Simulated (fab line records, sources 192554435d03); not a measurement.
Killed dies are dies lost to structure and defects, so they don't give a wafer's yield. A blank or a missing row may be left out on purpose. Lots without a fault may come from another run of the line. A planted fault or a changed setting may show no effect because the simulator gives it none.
Problem report in the 8D (eight disciplines) form, filled by code | flow n5_finfet | the parts of the form that need people (team, actions taken, sign-off) are left out
Where a reading is given only as a bound, like >300, the bound stands for it, and a mean or a difference that rests on one is marked > or <: the true number lies beyond.

1. THE PROBLEM
raw_defect_count at N5_BEOL_M0_SAQP_INSPECT_16 reads a mean of 1590 on 1 wafer of 1 lot; wafers without a fault read 478 with a standard deviation of 130. That is +8.6 standard deviations from the usual mean.
The step: inspects for defects (brightfield).
First seen on wafer L653.3, day 8 08:50, on defect_inspect-02. The record holds 24 wafers of 8 lots with a number at this step. Rule for "out", or "out of limits": more than 4 standard deviations from the usual mean. The other wafers with a number count as sound.

2. WHAT IT IS AND WHAT IT IS NOT
question                    | is                | is not
which readings at this step | raw_defect_count  | -
which lots                  | L653              | L642, L644, L646, L652, L659, L663, L664
which wafers of those lots  | L653.3            | L653.1, L653.5
read on which gauges        | defect_inspect-02 | defect_inspect-01
when                        | from day 8 08:50  | up to then (14 sound wafers); but 9 sound wafers of L659, L663, L664 came after

3. SUSPECTS, AND WHAT RULES EACH OUT
Counting: a tool at a process step up to the reading stays a suspect if it ran every lot that is out. Sound lots after the first of them don't rule it out here, since some wafers of a struck lot are sound.
- the gauge at N5_BEOL_M0_SAQP_INSPECT_16: ruled out. All the wafers that are out were read on defect_inspect-02, but those of them that N5_BEOL_M0_SAQP_INSPECT_42 has rows for are out there too, on other tools.
- pecvd-02 at N5_BEOL_M0_SAQP_PECVD_00 (deposits SiCN from 3MS/NH3, target thk 8 nm, time 14 s): kept. It ran the lot that is out, L653 (day 8 07:22); its last sound lot up to then is L646 (day 6 07:11).
- pecvd-02 at N5_BEOL_M0_SAQP_PECVD_04 (deposits a-Si from SiH4/He, target thk 60 nm, time 60.2 s): kept. It ran the lot that is out, L653 (day 8 08:13).
- Within pecvd-02 at N5_BEOL_M0_SAQP_PECVD_00: the wafers that are out ran in chamber 2; their sound lot-mates ran in chambers 0, 1.
- Within pecvd-02 at N5_BEOL_M0_SAQP_PECVD_04: the wafers that are out ran in chamber 0; their sound lot-mates ran in chambers 1, 2.
Left after counting: pecvd-02 at N5_BEOL_M0_SAQP_PECVD_00, pecvd-02 at N5_BEOL_M0_SAQP_PECVD_04.

4. THE CAUSE (what the simulator had put in)
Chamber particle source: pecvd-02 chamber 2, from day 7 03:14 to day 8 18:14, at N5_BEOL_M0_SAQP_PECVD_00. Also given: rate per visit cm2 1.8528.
Counting left 2 suspects, and this tool is among them.

5. THE CHAIN OF EFFECTS, in route order
Each row: a reading whose mean over the struck wafers that have a number lies more than 3 standard deviations from the usual. Only readings for which the record gives a usual standard deviation are gone through. hours: the time from each lot's start at the first step in this table that gives one to its start at this step, as a median over the lots. sigmas: the change in usual standard deviations.
hours | step                       | reading              | usual  | on struck wafers | change | sigmas
0     | N5_BEOL_M0_SAQP_INSPECT_16 | raw_defect_count     | 478    | 1590             | +1112  | +8.6
5     | N5_BEOL_M0_SAQP_INSPECT_42 | raw_defect_count     | 299    | 1347             | +1048  | +13
8     | N5_BEOL_M0_CUTY_INSPECT_59 | raw_defect_count     | 2.0    | >300             | >+298  | +99 or more
157   | N5_PASSIVATION_PROBE_49    | defect_limited_yield | 91.0 % | 80.7             | -10.3  | -6.9
157   | N5_PASSIVATION_PROBE_49    | killed_at_M0_to_M3   | 34     | 171              | +137   | +15
157   | N5_PASSIVATION_PROBE_49    | killed_dies          | 106    | 228              | +122   | +7.2
157   | N5_PASSIVATION_PROBE_49    | sort_bin_5_function  | 5.2 %  | 12.1             | +6.9   | +7.3
157   | N5_PASSIVATION_PROBE_49    | sort_n_pass          | 1074   | 952              | -122   | -7.2
157   | N5_PASSIVATION_PROBE_49    | sort_yield_pct       | 91.0 % | 80.7             | -10.3  | -6.9
The process steps in it:
- N5_PASSIVATION_PROBE_49
Later measuring or inspecting steps at which every struck wafer that the step has a row for has a number for every such reading, and none has moved that far: N5_BEOL_M4_RC_MEAS_101.

6. WHAT WOULD HAVE CAUGHT IT SOONER
In this record the first reading out of limits at a measuring or inspecting step was taken at day 8 08:50, 30 hours after the fault began at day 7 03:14.
Of the tool readings at N5_BEOL_M0_SAQP_PECVD_00 for which the record gives a usual standard deviation, none was out on any struck wafer, so an alarm limit of 4 standard deviations on them would not have fired.
All the lots that are out (1) had begun N5_BEOL_M0_SAQP_PECVD_00 on pecvd-02 by day 8 08:50. A hold on the tool at that time would have spared none of them.
